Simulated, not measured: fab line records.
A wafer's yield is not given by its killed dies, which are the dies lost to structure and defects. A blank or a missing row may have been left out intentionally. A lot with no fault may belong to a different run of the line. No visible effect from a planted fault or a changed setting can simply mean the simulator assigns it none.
A lot that was struck, set against a sound lot    flow nand-harc    16 steps out of a route of 1302
Sound: these wafers, L225.1, L225.4, L225.6. Wafers struck: L214.4, L214.5, L214.6. At the end, the cause is stated.
Per side, at each step with rows, come the tool, then ch with its chambers, and then its first start. Under that, the readings that differ: sound wafers    struck wafers    difference of the means    sigmas: that difference in standard deviations of wafers without a fault.
alike: readings with means less than 2 such deviations apart, plus words and numbers identical on both sides. not compared: withheld readings, readings lacking a value on some wafer, bounds such as >300 that could conceal the same value, and numbers that have no deviation in the record and whose values overlap.
A row with sigmas, a row that says differs or no value, or rows on one side alone: a step with any of these is where the two part. Numbers that have no deviation but don't overlap get no sigmas and don't part them. A reading that every wafer of one side lacks parts them only if that side has two wafers or more.

NHARC_A_BONDPAD_ETCH_34: etches the open film in N2/H2, target depth 60 nm, overetch 18 nm, time 65.91 s.
  sound on rie-diel-05 ch 0,1,3, day 30 22:31; struck on rie-diel-05 ch 1,2,3, day 26 22:16
reading                sound              struck             difference  sigmas
oes-product-au (a.u.)  1.006 0.998 1.008  1.005 0.981 0.981  -0.015      -2
  alike: drypump-motor-current-A, h2-flow-sccm, rf-vpp-V, showerhead-plenum-p-Torr, throttle-valve-pct
  not compared: rf-hours-counter-h
NHARC_A_BONDPAD_ETCH_12: etches the open film in CHF3/O2, target depth 220 nm, time 110 s.
  sound: rie-diel-05 ch 0,2,3; struck: rie-diel-05 ch 1,2,3
  alike: drypump-motor-current-A, oes-product-au, rf-vpp-V, showerhead-plenum-p-Torr, throttle-valve-pct
  not compared: rf-hours-counter-h
NHARC_A_BONDPAD_CD_MEAS_13:
  sound: cd-sem-02 at day 30 22:44; struck: cd-sem-01 at day 26 22:29
  alike: cd-nm
then, 1 step without rows for these wafers: NHARC_A_BONDPAD_STRIP_15 (strips in O2).
NHARC_A_BONDPAD_ETCH_24: etches the open film in CF4/N2, target depth 30 nm, time 72.99 s.
  sound: rie-diel-05 ch 2,3; struck: rie-diel-05 ch 0,3
  alike: drypump-motor-current-A, oes-product-au, rf-vpp-V, showerhead-plenum-p-Torr, throttle-valve-pct
  not compared: rf-hours-counter-h
then, 1 step without rows for these wafers: NHARC_A_BONDPAD_STRIP_16 (strips in post etch residue remover, time 600 s).
NHARC_A_BONDPAD_DEGAS_25: time 60 s.
  sound: pvd-sputter-03 at day 30 23:22; struck: pvd-sputter-02 at day 26 23:07
  alike: heater-power-w
NHARC_A_BONDPAD_PRE_CLEAN_26: time 30 s.
  sound on pvd-sputter-03; struck on pvd-sputter-02
  alike: heater-power-w
then, 4 steps without rows for these wafers: NHARC_A_BONDPAD_PVD_17 (deposits TaN, target thk 5 nm, time 8.06 s); NHARC_A_BONDPAD_PVD_27 (deposits Cu, target thk 30 nm, time 20.49 s); NHARC_A_BONDPAD_ECD_18 (material Cu, target thk 400 nm); NHARC_A_BONDPAD_ANNEAL_28 (time 90 s).
NHARC_A_BONDPAD_CMP_19: polishes, t overpolish 30 s, cu recess touch 16 s, target thk 169.82 nm.
  sound on cmp-04 ch 0,2,3, day 31 00:29; struck on cmp-02 ch 0,1, day 27 00:20
  no value came back on the struck wafers for cu-recess-touch-s (s), edge-zone-pressure-frac, motor-current-A (A), overpolish-run-s (s); on the sound wafers cu-recess-touch-s (s) reads 16 16 16
NHARC_A_BONDPAD_THK_MEAS_20: measures by xrf.
  sound: film-metro-02 at day 31 00:46; struck: film-metro-02 at day 27 00:40
reading      sound              struck             difference  sigmas
thk-nm (nm)  171.6 170.4 169.6  403.3 400.9 408.8  +233.8      +99 or more
then, 1 step without rows for these wafers: NHARC_A_BONDPAD_SRD_21 (time 30 s, dry time 20 s).
NHARC_A_BONDPAD_INSPECT_23:
  sound: defect-inspect-01 at day 31 00:58; struck: defect-inspect-01 at day 27 00:53
reading           sound        struck          difference  sigmas
raw-defect-count  848 565 498  3234 3203 3271  +2599       +20

WHERE THEY PART
Last at NHARC_A_BONDPAD_INSPECT_23 as far as this record goes, first at NHARC_A_BONDPAD_ETCH_34.

WHY: the cause the simulator had injected
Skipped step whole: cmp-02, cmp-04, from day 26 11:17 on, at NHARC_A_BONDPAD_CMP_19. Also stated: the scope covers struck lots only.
